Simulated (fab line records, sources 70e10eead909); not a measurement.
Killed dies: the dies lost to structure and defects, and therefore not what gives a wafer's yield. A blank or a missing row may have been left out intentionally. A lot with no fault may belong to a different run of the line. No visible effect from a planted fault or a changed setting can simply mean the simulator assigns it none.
2 desks, one fault / flow nand-harc / each desk has only its own numbers; what lay behind them comes last

## FOR THE TOOL OWNER'S DESK: furnace-01
The tool's own readings at NHARC_P_STI_OXIDE_29 (material SiO2, target thk 10 nm, ox time 1362 s): means of the sampled wafers that have a number, for each lot that ran on this tool. If a lot's mean is further than 4 standard deviations from the usual mean, the lot is out of limits and carries the mark OUT (the distance appears in the brackets).
Columns: A = spike-tc-centre-C at NHARC_P_STI_OXIDE_29, usual 900.8 C; B = spike-tc-top-C at NHARC_P_STI_OXIDE_29, usual 908.1 C
lot=L415; first seen here=day 5 05:49; A=901.6; B=906.8
lot=L416; first seen here=day 5 16:54; A=900.3; B=907.8
lot=L417; first seen here=day 6 00:52; A=901.0; B=907.7
lot=L418; first seen here=day 6 14:30; A=901.2; B=907.6
lot=L429; first seen here=day 11 06:08; A=900.8; B=908.0
lot=L430; first seen here=day 11 10:52; A=902.3; B=907.8
lot=L431; first seen here=day 11 20:52; A=901.3; B=907.0
This desk found nothing out of limits on any of the 7 lots.

## THE DEFECT DESK
What the inspections along the route counted, lot by lot: means of the sampled wafers that have a number. If a lot's mean is further than 4 standard deviations from the usual mean, the lot is out of limits and carries the mark OUT (the distance appears in the brackets).
Columns: A = raw-defect-count at NHARC_P_STI_INSPECT_11, usual 5.4
lot=L408; first seen here=day 2 19:15; A=1.7
lot=L410; first seen here=day 3 17:27; A=4.3
lot=L412; first seen here=day 4 12:41; A=4.3
lot=L415; first seen here=day 5 17:10; A=5.3
lot=L416; first seen here=day 6 04:17; A=6.0
lot=L417; first seen here=day 6 12:13; A=433.0 (+99 or more) OUT
lot=L418; first seen here=day 7 01:51; A=436.3 (+99 or more) OUT
lot=L427; first seen here=day 10 20:36; A=4.7
lot=L428; first seen here=day 11 09:11; A=4.0
lot=L429; first seen here=day 11 17:32; A=6.3
lot=L430; first seen here=day 11 22:17; A=3.0
lot=L431; first seen here=day 12 08:05; A=6.0
This desk's finding: out of limits on L417, L418; first on L417, day 6 12:13 (raw-defect-count at NHARC_P_STI_INSPECT_11). L408, L410, L412, L415, L416, L427, L428, L429, L430, L431 stayed within limits.

## PUT TOGETHER
The defect desk could have raised an alarm at day 6 12:13, on L417, L418.
The desk of the tool owner found nothing out of limits.
Tool owner's desk: L417, L418 on record, inside its limits.
Of the lots named, all ran NHARC_P_STI_OXIDE_29 on furnace-01.

## WHAT WAS PUT IN BY THE SIMULATOR
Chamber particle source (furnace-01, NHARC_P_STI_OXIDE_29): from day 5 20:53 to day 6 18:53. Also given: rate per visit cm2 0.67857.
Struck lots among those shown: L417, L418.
Hours from the fault's start to each desk's first reading out of limits: the defect desk, 15.
